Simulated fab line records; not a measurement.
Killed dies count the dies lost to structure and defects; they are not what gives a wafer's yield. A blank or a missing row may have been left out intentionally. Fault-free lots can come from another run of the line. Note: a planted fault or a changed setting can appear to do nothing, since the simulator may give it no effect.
fab line records -- flow n5-finfet
record lots=6, wafers=18, last-day=16
route steps=1938 shown SD_EPI_N@288 SD_EPI_P@295 BEOL_M4@1111 PASSIVATION@1936
lots that met no fault: from a run of the same line without faults
start-h: the number of hours between the record's first day and the start of the first shown wafer of the lot -- wait-h: hours since the lot's step before -- " identical to the entry in the row above -- L1.1+2: a single row standing in for several wafers -- - either no value or no given start -- * or withheld: withheld -- < > ~ a bound
route shown NAME@n: a module of which the file shows steps, and the number in the route of the first -- usual: the fault-free wafers' mean and standard deviation -- same: alike in all rows -- chamber/n: place in a boat -- sites: each site's reading -- _std_site: how widely they spread, as a standard deviation -- _edge_site: outer sites' mean less inner sites' -- radius-mm: how far each site lies from the wafer's centre -- mask NAME#n: copy n -- behind: the tool/chamber that last shaped the wafer -- hold: why the lot was held/for how many hours/how that ended -- device: whichever transistor did not switch (one of n, p or np) -- end of line: the tests these same wafers got at the end of their route -- a step without rows: its recipe alone -- killed: not the wafer's yield, but the dies lost to structure and defects at the first sort -- map: the dies of a wafer, with x for killed, . for not killed, _ for no die there
set.NAME: the setting as run; set.NAME@STEP: as run at that earlier step -- model.NAME: the simulator's own value behind a step, which no gauge read
a table for each step, a row for each wafer; lots at some steps of the route
services: from which hour (start-h, from the record's first day; less than 0 if before it) a tool's chamber was out of use, for how many hours, and why
## steps
# step N5_SD_EPI_N_EPI_21
# recipe material=Si:P, dopant=P, temp-c=680, pressure-torr=255, time-s=690
# step N5_SD_EPI_N_EPI_MEAS_23
# recipe mode=xrd
# usual thk-nm=59.5/1.2
lot.wafer,tool,chamber,start-h,wait-h,thk-nm
L581.1,film-metro-02,-,70.84,1.4,61.3
L581.5,film-metro-02,-,70.84,1.4,59.1
L581.6,film-metro-02,-,70.84,1.4,58.7
L587.1,film-metro-01,-,107.68,1.4,58.5
L587.2,film-metro-01,-,107.68,1.4,58.1
L587.4,film-metro-01,-,107.68,1.4,58.5
L594.1,film-metro-02,-,148.25,1.9,58.7
L594.2,film-metro-02,-,148.25,1.9,61.0
L594.4,film-metro-02,-,148.25,1.9,58.8
L596.1,film-metro-02,-,165.41,1.4,59.6
L596.2,film-metro-02,-,165.41,1.4,59.6
L596.3,film-metro-02,-,165.41,1.4,60.2
L597.1,film-metro-02,-,166.75,1.9,59.5
L597.5,film-metro-02,-,166.75,1.9,61.4
L597.6,film-metro-02,-,166.75,1.9,58.5
L598.2,film-metro-02,-,177.18,1.5,58.8
L598.3,film-metro-02,-,177.18,1.5,60.2
L598.6,film-metro-02,-,177.18,1.5,60.9
# step N5_SD_EPI_N_PRECLEAN_24
# recipe chemistry=O3/DIW, time-s=60, temp-c=22, o3-ppm=10
# step N5_SD_EPI_N_SRD_25
# recipe time-s=30, temp-c=23, rinse-liquid=diw, dry=ipa-marangoni
# step N5_SD_EPI_N_PRECLEAN_49
# recipe chemistry=NF3:NH3, afs-cycles=1, temp-c=30, time-s=20, sublimation-temp-c=180, sublimation-time-s=60, pressure-torr=3, rf-power-w=30
# step N5_SD_EPI_N_LINER_46
# recipe material=SiNx, target-thk-a=30, temp-c=400, ald-precursor-family=SiH2I2, ald-co-reactant=N2/H2-plasma, pressure-torr=2
# usual heater-power-w=859/87
lot.wafer,tool,chamber,start-h,wait-h,heater-power-w,since-wet-clean-h
L581.1,ald-sin-01,1,71.23,0.2,996,64
L581.5,ald-sin-01,0,71.23,0.2,973,-
L581.6,ald-sin-01,3,71.23,0.2,771,-
L587.1,ald-sin-02,0,107.98,0.2,877,205
L587.2,ald-sin-02,3,107.98,0.2,778,205
L587.4,ald-sin-02,2,107.98,0.2,848,205
L594.1,ald-sin-03,2,148.78,0.3,899,50
L594.2,ald-sin-03,3,148.78,0.3,851,50
L594.4,ald-sin-03,1,148.78,0.3,829,50
L596.1,ald-sin-01,2,165.90,0.4,730,158
L596.2,ald-sin-01,0,165.90,0.4,998,158
L596.3,ald-sin-01,3,165.90,0.4,752,158
L597.1,ald-sin-01,1,167.05,0.2,979,159
L597.5,ald-sin-01,1,167.05,0.2,1035,-
L597.6,ald-sin-01,0,167.05,0.2,1011,-
L598.2,ald-sin-03,2,177.75,0.4,904,79
L598.3,ald-sin-03,0,177.75,0.4,877,79
L598.6,ald-sin-03,3,177.75,0.4,862,-
# step N5_SD_EPI_N_INSPECT_26
# recipe inspect-instrument=darkfield, mode=post-epi
# usual raw-defect-count=194/35
lot.wafer,tool,chamber,start-h,wait-h,raw-defect-count
L581.1,defect-inspect-01,-,71.48,0.1,162
L581.5,defect-inspect-01,-,71.48,0.1,131
L581.6,defect-inspect-01,-,71.48,0.1,109
L587.1,defect-inspect-02,-,108.23,0.1,252
L587.2,defect-inspect-02,-,108.23,0.1,232
L587.4,defect-inspect-02,-,108.23,0.1,297
L594.1,defect-inspect-01,-,149.03,0.1,210
L594.2,defect-inspect-01,-,149.03,0.1,254
L594.4,defect-inspect-01,-,149.03,0.1,175
L596.1,defect-inspect-02,-,166.15,0.1,256
L596.2,defect-inspect-02,-,166.15,0.1,237
L596.3,defect-inspect-02,-,166.15,0.1,267
L597.1,defect-inspect-02,-,167.32,0.2,175
L597.5,defect-inspect-02,-,167.32,0.2,179
L597.6,defect-inspect-02,-,167.32,0.2,193
L598.2,defect-inspect-02,-,178.00,0.1,176
L598.3,defect-inspect-02,-,178.00,0.1,190
L598.6,defect-inspect-02,-,178.00,0.1,146
# step N5_SD_EPI_P_COAT_34
# recipe resist=SOC, temp-c=250, time-s=60, spin-rpm=1500, resist-thk-nm=350
# step N5_SD_EPI_P_COAT_35
# recipe resist=SiARC, temp-c=220, time-s=60, spin-rpm=1500, resist-thk-nm=35
# step N5_SD_EPI_P_COAT_03
# recipe resist=CAR-ArF-block, spin-rpm=1500, resist-thk-nm=150
# step N5_SD_EPI_P_EBR_05
# recipe solvent=PGMEA, ebr-width-mm=1.5
# step N5_SD_EPI_P_SOFTBAKE_04
# recipe temp-c=110, time-s=60, resist=CAR-ArF-block
# step N5_SD_EPI_P_EXPOSE_06
# recipe mask-id=SD_P_BLK, na=1.35, source-shape=conventional, sigma-outer=0.8, polarization=unpolarized, target-cd-nm=240, dose-mj=39.5
lot.wafer,tool,chamber,start-h,wait-h,mask,model.SD_EPI_P.overlay-x-nm
L581.1+5+6,arfi-scanner-03,0,71.76,-,SD_P_BLK#0,0
L587.1+2+4,arfi-scanner-03,0,108.51,-,SD_P_BLK#0,0.6
L594.1+2+4,arfi-scanner-03,0,149.30,-,SD_P_BLK#0,67.8
L596.1+2+3,arfi-scanner-03,0,166.43,-,SD_P_BLK#0,67.6
L597.1+5+6,arfi-scanner-01,0,167.59,-,SD_P_BLK#0,0
L598.2+3+6,arfi-scanner-01,0,178.16,-,SD_P_BLK#0,0
# step N5_SD_EPI_P_PEB_07
# recipe peb-temp-c=110, peb-time-s=60, resist=CAR-ArF-block
# step N5_SD_EPI_P_DEVELOP_08
# recipe develop-time-s=30, developer=TMAH, resist=CAR-ArF-block, dev-temp-c=23, rinse-liquid=diw, dry=air-spin
# step N5_SD_EPI_P_CD_MEAS_09
# recipe target-cd-nm=240, landing-energy-ev=500, detector=se-inlens
# usual cd-nm=240.0/0.79
lot.wafer,tool,chamber,start-h,wait-h,cd-nm
L581.1,cd-sem-01,0,71.88,-,240.4
L581.5,cd-sem-01,0,71.88,-,240.4
L581.6,cd-sem-01,0,71.88,-,241.0
L587.1,cd-sem-02,0,108.63,-,239.6
L587.2,cd-sem-02,0,108.63,-,239.1
L587.4,cd-sem-02,0,108.63,-,239.2
L594.1,cd-sem-01,0,149.43,-,240.8
L594.2,cd-sem-01,0,149.43,-,240.5
L594.4,cd-sem-01,0,149.43,-,240.4
L596.1,cd-sem-02,0,166.55,-,239.5
L596.2,cd-sem-02,0,166.55,-,239.2
L596.3,cd-sem-02,0,166.55,-,239.5
L597.1,cd-sem-03,0,167.71,-,240.0
L597.5,cd-sem-03,0,167.71,-,240.3
L597.6,cd-sem-03,0,167.71,-,240.8
L598.2,cd-sem-03,0,178.28,-,238.6
L598.3,cd-sem-03,0,178.28,-,239.2
L598.6,cd-sem-03,0,178.28,-,238.8
# step N5_SD_EPI_P_OVL_MEAS_10
# recipe points-per-wafer=44
# usual SD_P_BLK_OVL=0.3/0.74
lot.wafer,tool,chamber,start-h,wait-h,SD_P_BLK_OVL[nm]
L581.1,overlay-01,0,71.91,0.0,1.1
L581.5,overlay-01,0,71.91,0.0,0.8
L581.6,overlay-01,0,71.91,0.0,0.7
L587.1,overlay-02,0,108.66,0.0,0.7
L587.2,overlay-02,0,108.66,0.0,1.5
L587.4,overlay-02,0,108.66,0.0,0.6
L594.1,overlay-01,0,149.46,0.0,86.7
L594.2,overlay-01,0,149.46,0.0,86.5
L594.4,overlay-01,0,149.46,0.0,88.7
L596.1,overlay-02,0,166.58,0.0,86.4
L596.2,overlay-02,0,166.58,0.0,86.8
L596.3,overlay-02,0,166.58,0.0,87.3
L597.1,overlay-02,0,167.74,0.0,0.3
L597.5,overlay-02,0,167.74,0.0,0.1
L597.6,overlay-02,0,167.74,0.0,0.4
L598.2,overlay-02,0,178.31,0.0,-0.3
L598.3,overlay-02,0,178.31,0.0,-0.2
L598.6,overlay-02,0,178.31,0.0,-0.5
# step N5_SD_EPI_P_INSPECT_11
# recipe mode=adi, inspect-instrument=macro
# usual raw-defect-count=2.1/1.5
lot.wafer,tool,chamber,start-h,wait-h,raw-defect-count
L581.1,defect-inspect-01,-,71.93,0.0,2
L581.5,defect-inspect-01,-,71.93,0.0,2
L581.6,defect-inspect-01,-,71.93,0.0,1
L587.1,defect-inspect-01,-,108.68,0.0,2
L587.2,defect-inspect-01,-,108.68,0.0,1
L587.4,defect-inspect-01,-,108.68,0.0,6
L594.1,defect-inspect-02,-,149.48,0.0,2
L594.2,defect-inspect-02,-,149.48,0.0,2
L594.4,defect-inspect-02,-,149.48,0.0,5
L596.1,defect-inspect-01,-,166.61,0.0,1
L596.2,defect-inspect-01,-,166.61,0.0,1
L596.3,defect-inspect-01,-,166.61,0.0,5
L597.1,defect-inspect-02,-,167.77,0.0,4
L597.5,defect-inspect-02,-,167.77,0.0,1
L597.6,defect-inspect-02,-,167.77,0.0,2
L598.2,defect-inspect-01,-,178.33,0.0,3
L598.3,defect-inspect-01,-,178.33,0.0,2
L598.6,defect-inspect-01,-,178.33,0.0,1
# step N5_BEOL_M4_RC_MEAS_101
# usual DIBL_N=36.4/1.2, DIBL_P=36.1/1.6, IOFF_N=0.156/0.024, IOFF_P=0.21/0.031, ION_N=674/11, ION_P=463/6.9, SS_N=71.5/0.5, SS_P=73.2/0.55, VT_N=250.0/2.9, VT_P=-250/3.6
lot.wafer,tool,chamber,start-h,wait-h,DIBL_N[mV/V],DIBL_P[mV/V],IOFF_N[nA/um],IOFF_P[nA/um],ION_N[uA/um],ION_P[uA/um],SS_N[mV/dec],SS_P[mV/dec],VT_N[mV],VT_P[mV]
L581.1,prober-02,0,174.27,0.0,35.8,36.7,0.163,0.19,665,449,71.5,73.8,248.6,-254
L581.5,prober-02,0,174.27,0.0,36.0,36.5,0.157,0.19,672,458,71.7,74.4,250.7,-254
L581.6,prober-02,0,174.27,0.0,35.5,36.7,0.159,0.20,675,458,71.4,73.6,247.7,-253
L587.1,prober-02,0,222.04,0.0,37.5,36.4,0.172,0.22,685,467,71.2,73.5,246.1,-250
L587.2,prober-02,0,222.04,0.0,37.3,35.5,0.169,0.21,681,462,71.3,73.1,249.6,-248
L587.4,prober-02,0,222.04,0.0,36.9,35.9,0.167,0.21,681,466,71.2,73.2,246.6,-248
L594.1,prober-01,0,255.56,0.0,37.4,36.3,0.155,0.20,677,465,71.1,73.5,248.3,-249
L594.2,prober-01,0,255.56,0.0,38.5,37.1,0.172,0.22,673,461,72.1,73.4,249.0,-252
L594.4,prober-01,0,255.56,0.0,36.7,34.3,0.137,0.18,659,454,71.8,72.5,252.5,-251
L597.1,prober-01,0,276.79,0.0,37.9,36.7,0.178,0.24,684,469,72.1,74.2,249.4,-247
L597.5,prober-01,0,276.79,0.0,35.7,33.8,0.141,0.20,665,464,71.8,72.6,247.6,-250
L597.6,prober-01,0,276.79,0.0,36.7,35.3,0.153,0.23,662,464,71.7,73.0,249.8,-246
L596.1,prober-01,0,282.70,0.0,36.6,38.1,0.148,0.19,665,455,71.4,72.9,254.3,-253
L596.2,prober-01,0,282.70,0.0,35.0,36.0,0.119,0.17,666,458,71.1,72.8,255.6,-253
L596.3,prober-01,0,282.70,0.0,35.0,36.6,0.127,0.18,663,458,71.2,73.0,254.6,-254
L598.2,prober-02,0,284.45,0.2,37.4,38.8,0.187,0.26,689,474,71.5,73.7,247.1,-247
L598.3,prober-02,0,284.45,0.2,35.6,36.8,0.164,0.22,685,473,70.4,73.7,246.6,-245
L598.6,prober-02,0,284.45,0.2,34.8,35.7,0.144,0.20,681,471,70.6,73.1,250.7,-247
# step N5_PASSIVATION_PROBE_49
# usual defect-limited-yield=91.4/1.5, killed_at_M0_to_M3=31/11, killed_at_M4_up=13/5.5, killed-at-contacts=13/6.3, killed-at-front-end=40/13, killed-at-other=3.3/2.6, killed-dies=101/18, killed-open=67/13, killed-short=33/7.9, sort_bin_5_function=5.1/1, sort_bin_6_memory=3.2/0.68, sort-n-pass=1079/18, sort-yield-pct=91.4/1.5
# same gross-dies=1180, killed-at-back-side=0, sort_bin_4_leakage[%]=0, sort_bin_8_speed[%]=0
lot.wafer,tool,chamber,start-h,wait-h,defect-limited-yield[%],killed_at_M0_to_M3,killed_at_M4_up,killed-at-contacts,killed-at-front-end,killed-at-other,killed-dies,killed-open,killed-short,sort_bin_5_function[%],sort_bin_6_memory[%],sort-n-pass,sort-yield-pct[%]
L587.1,prober-02,-,323.61,0.1,91.4,35,9,21,35,1,101,73,28,4.5,3.9,1079,91.4
L587.2,prober-02,-,323.66,0.1,94.1,18,5,18,27,2,70,48,22,3.7,2.0,1110,94.1
L587.4,prober-02,-,323.76,0.2,93.5,26,8,14,29,0,77,56,21,4.1,2.4,1103,93.5
# killed by level:class
L587.1 MOL_CONTACT_COAG:geometric-particle:open=17 BEOL_M0_SAQP:geometric-particle:open=12 STI_FIN_REVEAL:geometric-particle:open=10 BEOL_M0_SAQP:geometric-particle:short=8 BEOL_M2:geometric-particle:open=7 GATE_CUT:geometric-particle:open=5 DUMMY_GATE:geometric-particle:open=4 MOL_CONTACT_COAG:geometric-particle:short=4
L587.2 MOL_CONTACT_COAG:geometric-particle:open=15 STI_FIN_REVEAL:geometric-particle:open=8 FIN_SAQP:geometric-particle:short=7 BEOL_M2:geometric-particle:open=5 FIN_SAQP:geometric-particle:open=3 BEOL_M0_SAQP:geometric-particle:open=3 MOL_CONTACT_COAG:geometric-particle:short=3 BEOL_M1:geometric-particle:short=3
L587.4 MOL_CONTACT_COAG:geometric-particle:open=11 STI_FIN_REVEAL:geometric-particle:open=9 BEOL_M2:geometric-particle:open=7 BEOL_M3:geometric-particle:open=6 BEOL_M1:geometric-particle:open=6 FIN_SAQP:geometric-particle:short=4 FIN_SAQP:geometric-particle:open=3 GATE_CUT:geometric-particle:short=3
## services
tool,chamber,start-h,hours,kind
ald-sin-03,-,47.30,2.8,pm
arfi-scanner-01,-,47.98,0.8,pm
arfi-scanner-01,-,58.38,2.2,repair
arfi-scanner-03,-,62.29,1.0,pm
arfi-scanner-03,-,64.30,1.0,pm
arfi-scanner-01,-,65.78,1.0,repair
arfi-scanner-03,-,65.89,1.5,repair
arfi-scanner-01,-,74.31,1.0,pm
ald-sin-02,0,83.73,3.5,repair
ald-sin-03,-,85.25,14.0,pm
arfi-scanner-01,-,87.90,0.7,repair
ald-sin-03,3,101.40,10.0,repair
arfi-scanner-01,-,103.01,3.9,pm
ald-sin-02,0,108.34,6.2,repair
ald-sin-03,0,108.39,8.2,repair
arfi-scanner-03,-,114.28,1.3,pm
arfi-scanner-01,-,115.74,1.3,pm
arfi-scanner-03,-,121.95,1.2,repair
arfi-scanner-01,-,127.09,0.6,repair
arfi-scanner-03,-,131.11,2.3,repair
arfi-scanner-03,-,135.20,0.8,pm
ald-sin-02,-,141.74,6.1,pm
arfi-scanner-01,-,141.82,3.1,pm
arfi-scanner-01,-,173.77,0.8,pm
## key
first-sign step=N5_SD_EPI_P_OVL_MEAS_10, reading=SD_P_BLK_OVL, direction=up, sigmas=99+, usual=0.3, struck=87.0
effect none on later readings
model-effect step=N5_SD_EPI_P_EXPOSE_06, value=SD_EPI_P.overlay-x-nm, without=0.3, struck=67.7
met-at N5_SD_EPI_P_EXPOSE_06
struck-wafers L594.1,L594.2,L594.4,L596.1,L596.2,L596.3
onset-between 108.51 149.30
fault kind=scanner-matching-overlay, tool=arfi-scanner-03, chamber=-, onset-h=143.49, steps=N5_SD_EPI_P_EXPOSE_06, offset=67.473
